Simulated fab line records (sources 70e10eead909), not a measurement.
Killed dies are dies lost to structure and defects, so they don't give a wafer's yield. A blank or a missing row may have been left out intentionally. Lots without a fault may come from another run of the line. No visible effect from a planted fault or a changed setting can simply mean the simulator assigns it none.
Chamber matching | flow nandHarc | rieDiel-01 running NHARC_A_CHANNEL_HOLE_D1_DESCUM_15: 4 sister chambers
The step chemistry O2, time 3 s. 16 wafers are shown with their chamber, then 8 later ones without.

EACH WAFER AND ITS CHAMBER
wafer  | chamber | showerheadPlenumPTorr (Torr) | drypumpMotorCurrentA (A) | o2FlowSccm (sccm)
L668.1 | 0       | 2.05                         | 5.63                     | 200.0
L668.4 | 3       | 1.79                         | 5.32                     | 200.3
L668.5 | 0       | 2.05                         | 5.60                     | 200.4
L670.3 | 2       | 1.99                         | 5.62                     | 199.7
L670.4 | 0       | 2.05                         | 5.61                     | 199.3
L670.5 | 2       | 1.99                         | 5.70                     | 200.6
L672.1 | 3       | 1.79                         | 5.29                     | 200.4
L672.5 | 1       | 1.93                         | 5.35                     | 200.2
L672.6 | 0       | 2.05                         | 5.60                     | 200.0
L679.2 | 1       | 1.92                         | 5.33                     | 200.0
L679.3 | 0       | 2.05                         | 5.61                     | 200.5
L679.4 | 3       | 1.79                         | 5.31                     | 200.7
L681.2 | 1       | 1.92                         | 5.35                     | 199.5
L681.4 | 2       | 1.98                         | 5.71                     | 199.8
L681.5 | 1       | 1.92                         | 5.36                     | 199.1
L682.2 | 1       | 1.92                         | 5.38                     | 200.8

SIGNATURES (averages over the wafers above)
reading               | chamber 0 | chamber 1 | chamber 2 | chamber 3 | scatter within a chamber
showerheadPlenumPTorr | 2.0500    | 1.9220    | 1.9867    | 1.7900    | 0.0035
drypumpMotorCurrentA  | 5.6100    | 5.3540    | 5.6767    | 5.3067    | 0.0246
o2FlowSccm            | 200.040   | 199.920   | 200.033   | 200.467   | 0.514
Rule: for each reading, subtract the chamber's mean from the wafer's reading, divide by that reading's scatter and square the result; add these up over the readings and take the root, which gives the wafer's distance from the chamber. If the next closest chamber is less than 2 further off than the closest, the wafer can't be placed; otherwise it belongs to the closest. The scatter is the square root of a quotient: the sum, over the shown wafers, of each reading's squared deviation from its chamber's mean, divided by wafers minus chambers.

WAFERS WITHOUT THEIR CHAMBER
wafer  | showerheadPlenumPTorr (Torr) | drypumpMotorCurrentA (A) | o2FlowSccm (sccm)
L682.4 | 2.05                         | 5.66                     | 200.8
L682.5 | 2.05                         | 5.61                     | 200.6
L683.1 | 1.98                         | 5.67                     | 199.8
L683.2 | 1.78                         | 5.31                     | 199.4
L683.4 | 1.92                         | 5.37                     | 199.0
L686.2 | 1.98                         | 5.74                     | 201.0
L686.4 | 1.92                         | 5.37                     | 200.3
L686.6 | 2.05                         | 5.62                     | 200.1

EACH ONE'S CHAMBER
wafer  | from the rows above | in truth
L682.4 | 0                   | 0
L682.5 | 0                   | 0
L683.1 | 2                   | 2
L683.2 | 3                   | 3
L683.4 | 1                   | 1
L686.2 | 2                   | 2
L686.4 | 1                   | 1
L686.6 | 0                   | 0
8 of 8 placed correctly. Left unplaced by these rows: 0. Placed wrongly: 0.
